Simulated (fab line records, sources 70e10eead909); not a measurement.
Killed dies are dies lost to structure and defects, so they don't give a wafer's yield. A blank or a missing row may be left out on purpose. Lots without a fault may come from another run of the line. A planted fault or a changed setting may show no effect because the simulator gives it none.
Which tool did it? | flow nand_harc | 13 lots, 37 wafers sampled, at 6 steps of a route of 1159

WHAT THE GAUGES READ, wafer by wafer
NHARC_A_SOURCE_PLATE_THK_MEAS_09: measures by ellipsometry.
lot  | measured     | on            | thk_nm (nm)
L952 | day 7 09:08  | film_metro-02 | 11.2 10.4 8.7
L954 | day 7 16:36  | film_metro-02 | 8.7 8.5 8.9
L956 | day 7 16:36  | film_metro-02 | 10.6 10.5 9.4
L959 | day 8 18:14  | film_metro-01 | 10.0 10.2
L962 | day 9 07:30  | film_metro-02 | 9.9 9.1 8.5
L964 | day 10 04:20 | film_metro-02 | 8.7 9.6
L966 | day 10 04:19 | film_metro-02 | 9.5 8.0 11.0
L968 | day 10 21:17 | film_metro-02 | 10.4 9.9 9.4
L970 | day 11 05:12 | film_metro-01 | 10.0 9.9 11.0
L971 | day 11 16:52 | film_metro-02 | 9.3 7.7 8.5
L972 | day 11 22:22 | film_metro-01 | 9.8 9.5 9.9
L974 | day 12 04:13 | film_metro-02 | 11.2 9.4 10.0
L975 | day 12 15:08 | film_metro-02 | 6.9 10.0 9.3

NHARC_A_ONON_D1_THK_MEAS_05: measures by ellipsometry.
lot  | measured     | on            | thk_nm (nm)
L952 | day 7 23:25  | film_metro-02 | 989 989 991
L954 | day 8 07:04  | film_metro-01 | 992 990 991
L956 | day 8 07:02  | film_metro-02 | 1017 1018 1018
L959 | day 9 09:35  | film_metro-01 | 998 695
L962 | day 9 19:23  | film_metro-02 | 1008 1008 704
L964 | day 10 18:59 | film_metro-01 | 1010 705
L966 | day 10 18:38 | film_metro-01 | 996 996 997
L968 | day 11 12:46 | film_metro-01 | 1017 1021 1019
L970 | day 11 20:32 | film_metro-02 | 995 994 994
L971 | day 12 08:58 | film_metro-01 | 978 978 978
L972 | day 12 12:43 | film_metro-01 | 1004 1003 1005
L974 | day 12 19:55 | film_metro-02 | 1004 1006 1005
L975 | day 13 05:11 | film_metro-02 | 990 989 991

NHARC_END_SORT_01.
lot  | measured     | on        | killed_at_array | killed_at_other | killed_at_periphery | killed_dies | killed_open | killed_short
L959 | day 21 01:43 | prober-02 | 23 673          | 1 3             | 2 1                 | 26 677      | 4 3         | 3 0
L962 | day 21 11:52 | prober-01 | 26 26 673       | 1 0 1           | 4 1 3               | 31 27 677   | 8 3 3       | 0 2 2
L964 | day 22 22:05 | prober-01 | 18 672          | 0 0             | 0 5                 | 18 677      | 3 4         | 1 2

WHICH TOOL RAN EACH LOT (tool, then ch and the chambers of the sampled wafers, then the start)
lot  | NHARC_P_BONDPAD_ANNEAL_28        | NHARC_A_ZERO_WELL_ETCH_19          | NHARC_A_ONON_D1_DEP_03
L952 | rtp_anneal-02 ch 0, day 6 21:32  | rie_diel-13 ch 0,2,3, day 7 00:19  | pecvd_onon-02 ch 0, day 7 22:55
L954 | rtp_anneal-02 ch 0, day 7 04:44  | rie_diel-04 ch 0,1,3, day 7 08:01  | pecvd_onon-01 ch 0, day 8 06:37
L956 | rtp_anneal-02 ch 0, day 7 06:58  | rie_diel-04 ch 1,2,3, day 7 09:16  | pecvd_onon-02 ch 0, day 8 06:35
L959 | rtp_anneal-02 ch 0, day 8 07:10  | rie_diel-07 ch 1,3, day 8 09:36    | pecvd_onon-02 ch 0, day 9 09:04
L962 | rtp_anneal-01 ch 0, day 8 20:06  | rie_diel-13 ch 1,2, day 8 22:23    | pecvd_onon-02 ch 0, day 9 19:02
L964 | rtp_anneal-01 ch 0, day 9 17:09  | rie_diel-04 ch 2, day 9 19:35      | pecvd_onon-02 ch 0, day 10 18:28
L966 | rtp_anneal-01 ch 0, day 9 19:53  | rie_diel-04 ch 2,3, day 9 22:18    | pecvd_onon-01 ch 0, day 10 18:07
L968 | rtp_anneal-02 ch 0, day 10 10:35 | rie_diel-04 ch 0,1,2, day 10 13:01 | pecvd_onon-01 ch 0, day 11 12:15
L970 | rtp_anneal-01 ch 0, day 10 20:44 | rie_diel-04 ch 0,2,3, day 10 23:11 | pecvd_onon-03 ch 0, day 11 20:00
L971 | rtp_anneal-01 ch 0, day 11 05:42 | rie_diel-04 ch 0,2, day 11 08:10   | pecvd_onon-01 ch 0, day 12 08:27
L972 | rtp_anneal-02 ch 0, day 11 11:13 | rie_diel-04 ch 0,1,2, day 11 13:43 | pecvd_onon-01 ch 0, day 12 12:15
L974 | rtp_anneal-01 ch 0, day 11 17:06 | rie_diel-04 ch 0,1, day 11 19:35   | pecvd_onon-01 ch 0, day 12 19:24
L975 | rtp_anneal-02 ch 0, day 12 04:01 | rie_diel-04 ch 2,3, day 12 06:13   | pecvd_onon-03 ch 0, day 13 04:47
- NHARC_P_BONDPAD_ANNEAL_28: time 90 s.
- NHARC_A_ZERO_WELL_ETCH_19: etches the open film in N2/H2, target depth 80 nm, overetch 24 nm, time 87.88 s.
- NHARC_A_ONON_D1_DEP_03: target thk 1000 nm.

WHAT THE TOOLS THEMSELVES READ (means of the sampled wafers that have a number; where no wafer has one, the mark that the record gives instead)
NHARC_P_BONDPAD_ANNEAL_28.
lot  | tool          | wafer_temp_C_max
L952 | rtp_anneal-02 | 225.71
L954 | rtp_anneal-02 | 225.67
L956 | rtp_anneal-02 | 225.81
L959 | rtp_anneal-02 | 226.04
L962 | rtp_anneal-01 | 225.75
L964 | rtp_anneal-01 | 225.84
L966 | rtp_anneal-01 | 226.09
L968 | rtp_anneal-02 | 225.86
L970 | rtp_anneal-01 | 225.75
L971 | rtp_anneal-01 | 225.91
L972 | rtp_anneal-02 | 225.80
L974 | rtp_anneal-01 | 225.92
L975 | rtp_anneal-02 | 225.85

NHARC_A_ZERO_WELL_ETCH_19.
lot  | tool        | chamber_pressure_mTorr (mTorr) | drypump_motor_current_A (A) | oes_product_au (a.u.) | rf_vpp_V (V) | showerhead_plenum_p_Torr (Torr) | throttle_valve_pct (%)
L952 | rie_diel-13 | 30.006                         | 5.75                        | 0.989                 | 431.8        | 2.08                            | 14.173
L954 | rie_diel-04 | 29.975                         | 5.68                        | 0.992                 | 431.4        | 2.07                            | 14.175
L956 | rie_diel-04 | 30.018                         | 5.55                        | 0.994                 | 430.9        | 2.03                            | 14.170
L959 | rie_diel-07 | 29.989                         | 5.67                        | 1.011                 | 431.9        | 2.09                            | 14.180
L962 | rie_diel-13 | 29.996                         | 5.46                        | 0.985                 | 432.1        | 2.09                            | 14.177
L964 | rie_diel-04 | 29.967                         | 5.25                        | 0.985                 | 430.6        | 2.02                            | 14.168
L966 | rie_diel-04 | 29.997                         | 5.54                        | 0.996                 | 432.8        | 2.13                            | 14.175
L968 | rie_diel-04 | 30.006                         | 5.53                        | 0.992                 | 430.3        | 2.02                            | 14.179
L970 | rie_diel-04 | 29.991                         | 5.54                        | 0.998                 | 432.2        | 2.11                            | 14.172
L971 | rie_diel-04 | 30.028                         | 5.51                        | 0.997                 | 431.9        | 2.10                            | 14.177
L972 | rie_diel-04 | 29.993                         | 5.54                        | 0.990                 | 430.8        | 2.02                            | 14.177
L974 | rie_diel-04 | 30.027                         | 5.65                        | 0.983                 | 431.0        | 2.06                            | 14.179
L975 | rie_diel-04 | 30.024                         | 5.54                        | 0.998                 | 432.6        | 2.12                            | 14.158

THE ANSWER, worked out from the rows above alone
Rule: what is usual is taken from the lots themselves. Put in order of their means at a reading, lots are off if they are a third of the lots or fewer, leave a main group of 4 or more, and stand apart from it by a gap of 3 or more times the standard deviation of the main group's means; of several such gaps the widest counts. A main group whose means are all the same, to the digits that the tables above print for the reading, isn't used. A lot without any number at a reading at which 4 lots or more have one is off too. The other lots that the step has rows for count as sound. The gauges are gone through in route order, then the tools' own readings, and for those a lot's mean is taken as printed above. The first step at which some lot is off is used, and at that step the reading that is off furthest; a lot without a number counts as furthest.
Off: L959, L962, L964, at NHARC_A_ONON_D1_THK_MEAS_05 (thk_nm). The main group: mean 998 nm, standard deviation 12.
A tool fits if, at a process step before that reading, it ran every lot that is off, and no sound lot after the first of them. The gauges at NHARC_A_ONON_D1_THK_MEAS_05 are tried like those tools. One fits: pecvd_onon-02 at NHARC_A_ONON_D1_DEP_03. Its last sound lot is L956 (day 8 06:35), its first lot that is off L959 (day 9 09:04): a fault that began between those two fits.

WHAT THE SIMULATOR HAD PUT IN
Process parameter drift: pecvd_onon-02, from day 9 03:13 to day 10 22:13, at NHARC_A_ONON_D1_DEP_03. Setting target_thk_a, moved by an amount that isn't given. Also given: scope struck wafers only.
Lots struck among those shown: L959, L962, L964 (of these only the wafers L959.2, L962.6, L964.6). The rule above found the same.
